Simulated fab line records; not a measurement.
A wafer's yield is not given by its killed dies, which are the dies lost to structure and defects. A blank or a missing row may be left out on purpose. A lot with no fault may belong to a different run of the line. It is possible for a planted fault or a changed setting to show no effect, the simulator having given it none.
Matching of chambers -- flow n5Finfet -- N5_BEOL_M6_STRIP_67 on rieDiel-05 has 4 sister chambers
The step strips in CF4. 8 wafers are shown with their chamber, then 8 later ones without.

WAFERS WITH THEIR CHAMBER
wafer,chamber,showerheadPlenumPTorr (Torr),drypumpMotorCurrentA (A)
L074.6,0,1.73,6.2
L084.1,2,1.88,5.6
L089.2,1,1.73,5.7
L089.3,0,1.72,6.2
L089.4,2,1.87,5.5
L090.4,1,1.73,5.7
L090.5,3,1.89,4.6
L091.3,3,1.89,4.6

WAFERS WITHOUT THEIR CHAMBER
wafer,showerheadPlenumPTorr (Torr),drypumpMotorCurrentA (A)
L091.5,1.87,5.6
L091.6,1.73,5.7
L093.1,1.73,5.7
L093.2,1.89,4.6
L093.4,1.72,6.2
L095.2,1.72,5.6
L095.3,1.89,4.6
L095.4,1.87,5.6

EACH ONE'S CHAMBER
wafer,from the rows above,in truth
L091.5,2,2
L091.6,1,1
L093.1,1,1
L093.2,3,3
L093.4,0,0
L095.2,1,1
L095.3,3,3
L095.4,2,2
Correct placement for 8 of the 8. Can't be placed from these rows: 0. Number placed wrongly: 0.
How it was worked out, from the rows above alone: a wafer's distance from a chamber is the root of the sum, over the readings, of the square of ((its reading less the chamber's mean) divided by the reading's scatter). If the next closest chamber is less than 2 further off than the closest, the wafer can't be placed; otherwise it belongs to the closest. Each chamber's mean is taken over the wafers shown for it. How the scatter is found: for the shown wafers, subtract from each reading the mean of its chamber, square and add these, divide the total by (wafers less chambers), then take the root.
